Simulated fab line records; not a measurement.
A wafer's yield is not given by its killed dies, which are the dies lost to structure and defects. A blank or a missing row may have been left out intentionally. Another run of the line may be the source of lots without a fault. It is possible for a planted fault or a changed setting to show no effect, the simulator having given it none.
Split-lot study + flow n5_finfet + 21 wafers read across 7 lots, on a route 1938 steps long

ON THE SPLIT
At N5_BEOL_M9_COAT_60 (time 60 s, resist thk 30 nm), the setting spin_rpm was moved away from the recipe's 1500 rpm on 4 of the 21 wafers read, by -7.6% to +5.9%. This setting was run at the recipe's value on the other wafers.

FROM THE SPLIT TO THE READING: what the file shows between them, 3 steps
- N5_BEOL_M9_COAT_05: resist thk 90 nm
- N5_BEOL_M9_EBR_07
- N5_BEOL_M9_DESCUM_16: chemistry O2, time 7.9 s

THE READING
etch.depth_nm (the simulator's own value, which no gauge read), in nm, at N5_BEOL_M9_ETCH_61 (etches SiARC in CF4, target depth 39 nm, time 65 s). The file does not state a usual value for it. Here, 17 wafers ran the recipe; their average is 30.02 nm with a standard deviation of 0.096 nm.

| wafer  | tool, chamber at the split | spin_rpm as run, rpm | against the recipe | etch.depth_nm, nm | against lot-mates on the recipe |
|--------|----------------------------|----------------------|--------------------|-------------------|---------------------------------|
| L077.1 | litho_track-05, 0          | 1386                 | -7.6%              | 31.14             | +1.15                           |
| L077.5 | litho_track-05, 0          | 1500                 | recipe             | 30.01             | -                               |
| L077.6 | litho_track-05, 0          | 1500                 | recipe             | 29.97             | -                               |
| L078.3 | litho_track-01, 0          | 1556                 | +3.7%              | 29.62             | -0.48                           |
| L078.4 | litho_track-01, 0          | 1500                 | recipe             | 30.1              | -                               |
| L078.5 | litho_track-01, 0          | 1556                 | +3.7%              | 29.64             | -0.46                           |
| L076.2 | litho_track-05, 0          | 1500                 | recipe             | 29.92             | -                               |
| L076.5 | litho_track-05, 0          | 1500                 | recipe             | 29.89             | -                               |
| L076.6 | litho_track-05, 0          | 1500                 | recipe             | 29.83             | -                               |
| L086.3 | litho_track-01, 0          | 1589                 | +5.9%              | 29.28             | -0.88                           |
| L086.4 | litho_track-01, 0          | 1500                 | recipe             | 30.2              | -                               |
| L086.6 | litho_track-01, 0          | 1500                 | recipe             | 30.13             | -                               |
| L087.3 | litho_track-04, 0          | 1500                 | recipe             | 29.91             | -                               |
| L087.5 | litho_track-04, 0          | 1500                 | recipe             | 30.04             | -                               |
| L087.6 | litho_track-04, 0          | 1500                 | recipe             | 30.07             | -                               |
| L089.2 | litho_track-05, 0          | 1500                 | recipe             | 29.95             | -                               |
| L089.4 | litho_track-05, 0          | 1500                 | recipe             | 30.05             | -                               |
| L089.6 | litho_track-05, 0          | 1500                 | recipe             | 30.05             | -                               |
| L096.2 | litho_track-05, 0          | 1500                 | recipe             | 30.04             | -                               |
| L096.5 | litho_track-05, 0          | 1500                 | recipe             | 30.13             | -                               |
| L096.6 | litho_track-05, 0          | 1500                 | recipe             | 30.1              | -                               |

THE FIT
A straight line over all 21 wafers: etch.depth_nm changes by -0.132 nm for each +1% of spin_rpm; r = -0.96; the points scatter about the line by 0.099 nm.
The same after taking each lot's own level away (the mean of its wafers on the recipe; 21 wafers): -0.145 nm for each +1%; r = -0.99; scatter 0.049 nm.
On that fit, the largest move of spin_rpm shifts the reading by 1.1 nm.
Measured against the standard deviation above, the lots' own levels, which go from 29.880 to 30.165 nm, span 3.0 times it.
The two slopes agree, so the slope changes little with the lot-to-lot level.
Check: with one of the wafers moved furthest among these (-7.6%) left out of the fit, the line predicts +1.06 nm for it against its lot-mates. Against them it came out at +1.15 nm.

THE OTHER SPLITS THESE WAFERS WENT THROUGH
Other splits were also applied to these wafers ahead of the reading. Each is held against what the fit with the lots' levels taken away leaves over:
| other split on the same wafers       | wafers away from the commonest value | r with etch.depth_nm (lot level and that fit taken away) |
|--------------------------------------|--------------------------------------|----------------------------------------------------------|
| N5_BEOL_M4_COAT_05 spin_rpm          | 7                                    | +0.19                                                    |
| N5_BEOL_M5_VIA_ETCH_34 source_w      | 5                                    | -0.18                                                    |
| N5_BEOL_M5_TRENCH_ETCH_37 source_w   | 9                                    | +0.33                                                    |
| N5_BEOL_M6_ETCH_62 time_s            | 10                                   | -0.04                                                    |
| N5_BEOL_M6_COAT_22 spin_rpm          | 7                                    | +0.05                                                    |
| N5_BEOL_M6_ETCH_66 bias_w            | 7                                    | +0.13                                                    |
| N5_BEOL_M8_COAT_59 spin_rpm          | 4                                    | +0.08                                                    |
| N5_BEOL_M8_DEVELOP_10 develop_time_s | 7                                    | +0.36                                                    |

THE WHOLE CHAIN: every reading that the file lists as answering this split, in the file's order
| step               | what it does                                       | reading                                                                            | change (the file's fit)               | r (the file's) |
|--------------------|----------------------------------------------------|------------------------------------------------------------------------------------|---------------------------------------|----------------|
| N5_BEOL_M9_COAT_60 | time 60 s, resist thk 30 nm                        | SiARC_of_BEOL_M9_COAT_60.thk_nm (the simulator's own value, which no gauge read)   | -0.162 nm for each +1% of the setting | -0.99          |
| N5_BEOL_M9_ETCH_61 | etches SiARC in CF4, target depth 39 nm, time 65 s | CAR-ArF_of_BEOL_M9_COAT_05.thk_nm (the simulator's own value, which no gauge read) | +0.16 nm for each +1% of the setting  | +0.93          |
| N5_BEOL_M9_ETCH_61 | etches SiARC in CF4, target depth 39 nm, time 65 s | etch.depth_nm (the simulator's own value, which no gauge read)                     | -0.148 nm for each +1% of the setting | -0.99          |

THE FILE'S OWN FIT
etch.depth_nm changes by -0.148 nm for each +1% of spin_rpm, r = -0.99.
